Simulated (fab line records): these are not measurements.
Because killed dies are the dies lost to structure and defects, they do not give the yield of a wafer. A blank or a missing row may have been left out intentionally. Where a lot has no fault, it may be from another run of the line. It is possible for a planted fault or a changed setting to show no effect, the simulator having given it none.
Matching of chambers + flow n5_finfet + N5_BEOL_M14_ILD_DEP_00 on pecvd-02: 3 sister chambers
The step deposits SiO2 from TEOS/O2, target thk 1119.3 nm, time 237.4 s. 3 wafers are shown with their chamber, then 10 later ones without.

## WAFERS WITH THEIR CHAMBER
| wafer  | chamber | showerhead_plenum_p_Torr (Torr) |
|--------|---------|---------------------------------|
| L089.5 | 0       | 8.32                            |
| L090.1 | 1       | 8.30                            |
| L090.3 | 2       | 8.35                            |

## WAFERS WITH NO CHAMBER GIVEN
| wafer  | showerhead_plenum_p_Torr (Torr) |
|--------|---------------------------------|
| L090.4 | 8.32                            |
| L088.1 | 8.28                            |
| L088.4 | 8.30                            |
| L088.6 | 8.29                            |
| L092.1 | 8.35                            |
| L092.2 | 8.27                            |
| L092.4 | 8.28                            |
| L095.3 | 8.37                            |
| L095.4 | 8.31                            |
| L095.6 | 8.29                            |

## WHICH CHAMBER EACH WENT THROUGH
| wafer  | from the rows above          | in truth |
|--------|------------------------------|----------|
| L090.4 | can't be placed: 0 or 1 or 2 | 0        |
| L088.1 | can't be placed: 1 or 0      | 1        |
| L088.4 | can't be placed: 1 or 0      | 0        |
| L088.6 | can't be placed: 1 or 0      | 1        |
| L092.1 | can't be placed: 2 or 0      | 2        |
| L092.2 | can't be placed: 1 or 0      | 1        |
| L092.4 | can't be placed: 1 or 0      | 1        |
| L095.3 | can't be placed: 2 or 0      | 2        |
| L095.4 | can't be placed: 0 or 1 or 2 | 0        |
| L095.6 | can't be placed: 1 or 0      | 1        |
Correct placement for 0 of the 10. From these rows, 10 cannot be placed; in 10 the true chamber is one of the candidates. 0 placed wrongly.
How it was worked out, from the rows above alone: a wafer's distance from a chamber is the root of the sum, over the readings, of the square of ((its reading less the chamber's mean) divided by the reading's scatter). If the next closest chamber is less than 2 further off than the closest, the wafer can't be placed; otherwise it belongs to the closest. For every chamber, the mean is computed from those of its wafers that are shown. The scatter: with one shown wafer a chamber, the root of the mean of the squares of how far each hidden wafer lies from its nearest shown one.
